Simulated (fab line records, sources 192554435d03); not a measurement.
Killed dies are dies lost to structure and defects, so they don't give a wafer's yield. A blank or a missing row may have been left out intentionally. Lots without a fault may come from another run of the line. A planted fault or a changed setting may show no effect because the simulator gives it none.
Chamber matching | flow n5-finfet | 4 sister chambers for N5_BEOL_M0_SAQP_ALD_48 on ald-sin-02
The step deposits SiO2, target thk 20 nm, pulse time 1 s, co reactant pulse time 1 s. 8 wafers are shown with their chamber, then 7 later ones without.

== WAFERS PAIRED WITH THEIR CHAMBERS ==
wafer  | chamber | heater-power-w (W) | precursor-pulse-height-rel
L080.1 | 2       | 85                 | 1.013
L080.2 | 1       | 97                 | 1.010
L089.1 | 1       | 90                 | 1.015
L089.2 | 2       | 82                 | 1.034
L090.3 | 0       | 83                 | 0.994
L090.5 | 3       | 77                 | 0.986
L092.1 | 3       | 75                 | 1.032
L092.2 | 0       | 83                 | 1.009

== WAFERS WITHOUT THEIR CHAMBER ==
wafer  | heater-power-w (W) | precursor-pulse-height-rel
L092.3 | 89                 | 1.027
L095.1 | 83                 | 1.017
L095.5 | 85                 | 0.967
L095.6 | 79                 | 1.015
L096.3 | 83                 | 1.037
L096.4 | 78                 | 0.971
L096.5 | 78                 | 1.008

== CHAMBER TAKEN BY EACH ==
wafer  | from the rows above               | in truth
L092.3 | can't be placed: 1 or 2 or 0      | 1
L095.1 | can't be placed: 2 or 0           | 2
L095.5 | can't be placed: 0 or 2 or 1 or 3 | 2
L095.6 | can't be placed: 3 or 0 or 2      | 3
L096.3 | can't be placed: 2 or 0           | 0
L096.4 | can't be placed: 3 or 0 or 2      | 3
L096.5 | can't be placed: 3 or 0 or 2      | 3
Correctly placed: 0 of 7. From these rows, 7 cannot be placed; in 7 the true chamber is one of the candidates. Number placed wrongly: 0.
How it was worked out, from the rows above alone: a wafer's distance from a chamber is the root of the sum, over the readings, of the square of ((its reading less the chamber's mean) divided by the reading's scatter). The wafer belongs to the nearest chamber; if the next one is less than 2 further off, it can't be placed. A chamber's mean is the mean of its shown wafers. The scatter: take each reading less its chamber's mean, square it, sum over the shown wafers, divide by the number of wafers less the number of chambers, and take the root.
